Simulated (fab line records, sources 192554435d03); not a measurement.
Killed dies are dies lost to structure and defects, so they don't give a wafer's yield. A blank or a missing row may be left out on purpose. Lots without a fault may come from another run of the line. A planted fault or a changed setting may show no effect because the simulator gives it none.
Chamber matching | flow n5_finfet | N5_BEOL_M9_CMP_52 on cmp-03: 4 sister chambers
The step polishes, stops on SiCOH lowk, t overpolish 7 s, target thk 140 nm. 4 wafers are shown with their chamber, then 10 later ones without.

WAFERS WITH THEIR CHAMBER
wafer  | chamber | motor_current_A (A)
L079.4 | 3       | 5.9
L085.6 | 0       | 6.6
L087.4 | 1       | 5.6
L087.5 | 2       | 6.6

WAFERS WITHOUT THEIR CHAMBER
wafer  | motor_current_A (A)
L087.6 | 5.7
L091.1 | 6.5
L091.2 | 5.8
L091.4 | 6.0
L096.2 | 5.7
L096.3 | 6.0
L096.6 | 5.4
L095.1 | 6.9
L095.4 | 6.9
L095.5 | 5.6

WHICH CHAMBER EACH WENT THROUGH
wafer  | from the rows above     | in truth
L087.6 | can't be placed: 1 or 3 | 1
L091.1 | can't be placed: 0 or 2 | 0
L091.2 | can't be placed: 3 or 1 | 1
L091.4 | can't be placed: 3 or 1 | 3
L096.2 | can't be placed: 1 or 3 | 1
L096.3 | can't be placed: 3 or 1 | 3
L096.6 | can't be placed: 1 or 3 | 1
L095.1 | can't be placed: 0 or 2 | 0
L095.4 | can't be placed: 0 or 2 | 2
L095.5 | can't be placed: 1 or 3 | 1
Placed correctly: 0 of 10. Can't be placed from these rows: 10 (the true chamber is among the candidates in 10). Placed wrongly: 0.
How it was worked out, from the rows above alone: a wafer's distance from a chamber is the root of the sum, over the readings, of the square of ((its reading less the chamber's mean) divided by the reading's scatter). The wafer belongs to the nearest chamber; if the next one is less than 2 further off, it can't be placed. A chamber's mean is the mean of its shown wafers. The scatter: with one shown wafer a chamber, the root of the mean of the squares of how far each hidden wafer lies from its nearest shown one.
